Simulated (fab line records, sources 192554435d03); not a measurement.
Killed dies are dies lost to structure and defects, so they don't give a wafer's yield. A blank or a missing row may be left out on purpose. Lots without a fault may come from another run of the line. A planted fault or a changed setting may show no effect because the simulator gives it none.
A struck lot beside a sound one | flow n5_finfet | 17 steps out of a route of 1938
Sound: wafers L595.2, L595.4, L595.6. Struck: wafers L609.3, L609.4, L609.6. The cause comes at the end.
At each step with rows: each side's tool, then ch and its chambers, then its first start. Under that, the readings that differ: sound wafers | struck wafers | difference of the means | sigmas: that difference in standard deviations of wafers without a fault.
alike: readings whose means differ by less than 2 such deviations, and words and numbers that are the same on both sides. not compared: withheld readings, readings that some wafer has no value for, bounds like >300 that may hide the same value, and numbers for which the record gives no deviation and whose values overlap.
The two part at a step that has a row with sigmas, a row that says differs or no value, or rows on one side only. Numbers that don't overlap but have no deviation are shown without sigmas and don't part them. A reading that every wafer of one side lacks parts them only if that side has two wafers or more.

first, 9 steps without rows for these wafers: N5_FIN_CUT_PEB_06 (peb time 60 s); N5_FIN_CUT_DEVELOP_07 (develop time 30 s); N5_FIN_CUT_DESCUM_13 (chemistry O2, time 7 s); N5_FIN_CUT_ETCH_30 (etches underlayer in N2/H2, target depth 13 nm, time 10.4 s); N5_FIN_CUT_ETCH_20 (etches SiARC in CF4, target depth 26 nm, time 43.3 s); N5_FIN_CUT_ETCH_21 (etches SOC in N2/H2, target depth 219 nm, overetch 43.8 nm, time 523.5 s); N5_FIN_CUT_STRIP_23 (strips in N2/H2); N5_FIN_CUT_STRIP_31 (strips in N2/H2); N5_FIN_CUT_STRIP_24 (strips in CF4).
N5_FIN_CUT_CUT_ETCH_26: etches SiNx in CH3F/O2, target depth 39 nm, time 55.7 s.
  sound on rie_diel-05 ch 0,1,3, day 3 03:21; struck on rie_diel-04 ch 0,1,3, day 6 16:50
  no value came back on the struck wafers for any of 7 readings (CH3F_flow_sccm (sccm), O2_flow_sccm (sccm) and others); on the sound wafers CH3F_flow_sccm (sccm) reads 29.81 30.04 30.07
  reading                                  | sound             | struck          | difference | sigmas
  model.SOC_of_FIN_CUT_COAT_18.thk_nm (nm) | 213.4 212.4 212.8 | 230.4 230.2 230 | +17.3      |
  not compared: rf_hours_counter_h
then, 3 steps without rows for these wafers: N5_FIN_CUT_CUT_ETCH_27 (etches SiO2 in CHF3/O2, target depth 4 nm, overetch 2 nm, time 4.9 s); N5_FIN_CUT_PRECLEAN_35 (cleans in vHF, time 13.3 s); N5_FIN_CUT_CUT_ETCH_15 (etches Si in HBr/Cl2/O2, target depth 100 nm, bt time 10 s, time 42.4 s).
N5_FIN_CUT_CUT_ETCH_28: etches Si in HBr/Cl2/O2, target depth 6 nm, time 2.4 s.
  sound on rie_si-06 ch 0,1,2, day 3 03:36; struck on rie_si-03 ch 0,2, day 6 17:05
  reading                                  | sound             | struck            | difference | sigmas
  model.SOC_of_FIN_CUT_COAT_18.thk_nm (nm) | 169.8 169.6 169.8 | 188.8 186.4 185.8 | +17.3      |
  alike: HBr_flow_sccm, O2_flow_sccm, drypump_motor_current_A, oes_product_au, throttle_valve_pct
  not compared: rf_hours_counter_h
then, 1 step without rows for these wafers: N5_FIN_CUT_STRIP_22 (strips in N2/H2).
N5_BEOL_M4_RC_MEAS_101:
  the record has rows for the sound wafers here (prober-02 ch 0, day 8 11:43) and none for the struck ones
-- the record jumps here: 11 days lie between the struck wafers' starts before and after (it left off in module BEOL_M4 and takes up again in module PASSIVATION, whose first step shown is number 1936 of the route) --
N5_PASSIVATION_PROBE_49:
  the record has rows for the struck wafers here (prober-02, day 17 08:43) and none for the sound ones

WHERE THEY PART
First at N5_FIN_CUT_CUT_ETCH_26; last, within this record, at N5_PASSIVATION_PROBE_49.

WHY: what the simulator had put in
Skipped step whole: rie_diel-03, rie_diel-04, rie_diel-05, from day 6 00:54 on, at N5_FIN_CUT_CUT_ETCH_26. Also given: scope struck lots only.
